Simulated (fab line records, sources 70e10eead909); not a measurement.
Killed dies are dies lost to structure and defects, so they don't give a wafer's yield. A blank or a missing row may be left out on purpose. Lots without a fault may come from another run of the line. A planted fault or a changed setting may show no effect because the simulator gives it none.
A struck lot beside a sound one | flow nand_harc | 14 steps out of a route of 1302
Sound: wafers L245.1, L245.4, L245.5. Struck: wafers L249.2, L249.3, L249.5. The cause comes at the end.
At each step with rows: each side's tool, then ch and its chambers, then its first start. Under that, the readings that differ: sound wafers | struck wafers | difference of the means | sigmas: that difference in standard deviations of wafers without a fault.
alike: readings whose means differ by less than 2 such deviations, and words and numbers that are the same on both sides. not compared: withheld readings, readings that some wafer has no value for, bounds like >300 that may hide the same value, and numbers for which the record gives no deviation and whose values overlap.
The two part at a step that has a row with sigmas, a row that says differs or no value, or rows on one side only. Numbers that don't overlap but have no deviation are shown without sigmas and don't part them. A reading that every wafer of one side lacks parts them only if that side has two wafers or more.

NHARC_A_WL_FILL_STRIP_27: strips in N2/H2, time 20 s.
  sound on plasma_asher-02 ch 0,1, day 22 07:40; struck on plasma_asher-02 ch 0,1, day 25 05:43
  alike: drypump_motor_current_A, heater_power_w
  not compared: rf_hours_counter_h
then, 5 steps without rows for these wafers: NHARC_A_WL_FILL_STRIP_28 (strips in post etch residue remover, time 1200 s); NHARC_A_WL_FILL_PRECLEAN_06 (cleans in DIW, time 300 s); NHARC_A_WL_FILL_SRD_07; NHARC_A_WL_FILL_ANNEAL_08 (time 1800 s); NHARC_A_WL_FILL_ALD_10 (deposits SiO2, target thk 50 nm, pulse time 10 s, ald cycles 500).
NHARC_A_WL_FILL_ETCHBACK_16: etches the open film in C4F8/O2/Ar, target depth 120 nm, time 24 s.
  sound on rie_diel-11 ch 0,1,3; struck on rie_diel-11 ch 0,2
  alike: oes_product_au, rf_vpp_V
  not compared: rf_hours_counter_h
NHARC_A_WL_FILL_STRIP_29: strips in O2, time 20 s.
  sound on rie_diel-11 ch 0,1,2, day 22 17:52; struck on rie_diel-11 ch 0,1, day 25 17:20
  alike: drypump_motor_current_A, o2_flow_sccm, oes_product_au, rf_vpp_V, showerhead_plenum_p_Torr, throttle_valve_pct
  not compared: rf_hours_counter_h
NHARC_A_WL_FILL_ETCHBACK_17: etches the open film in Cl2/BCl3, target depth 4 nm, time 26.7 s.
  sound on rie_metal-02 ch 0, day 22 17:56; struck on rie_metal-02 ch 0,1, day 25 17:26
  alike: drypump_motor_current_A, he_backside_leak_sccm, oes_product_au
  not compared: rf_hours_counter_h
then, 2 steps without rows for these wafers: NHARC_A_WL_FILL_PRECLEAN_18 (cleans in dHF, time 30 s); NHARC_A_WL_FILL_SRD_21.
NHARC_A_WL_FILL_CVD_23: deposits poly-Si, target thk 40 nm, time 800 s.
  sound on lpcvd_poly-02 ch 0, day 22 21:01; struck on lpcvd_poly-02, day 25 20:04
  no value came back on the struck wafers for pressure_mtorr (mTorr), run_length_s (s), spike_tc_upper_C (C); on the sound wafers pressure_mtorr (mTorr) reads 200.4 199.9 200.4
NHARC_A_WL_FILL_ETCHBACK_26: etches the open film in HBr, target depth 52 nm, time 13.3 s.
  sound on rie_si-05 ch 0,2,3, day 22 23:35; struck on rie_si-05 ch 2,3, day 25 22:38
  alike: drypump_motor_current_A, he_backside_leak_sccm, oes_product_au, throttle_valve_pct
  not compared: rf_hours_counter_h
-- the record jumps here: 3 days lie between the struck wafers' starts before and after (it left off in module A_WL_FILL and takes up again in module END, whose first step shown is number 1302 of the route) --
NHARC_END_SORT_01:
  the record has rows for the struck wafers here (prober-02 ch 0, day 29 09:46) and none for the sound ones

WHERE THEY PART
First at NHARC_A_WL_FILL_CVD_23; last, within this record, at NHARC_END_SORT_01.

WHY: what the simulator had put in
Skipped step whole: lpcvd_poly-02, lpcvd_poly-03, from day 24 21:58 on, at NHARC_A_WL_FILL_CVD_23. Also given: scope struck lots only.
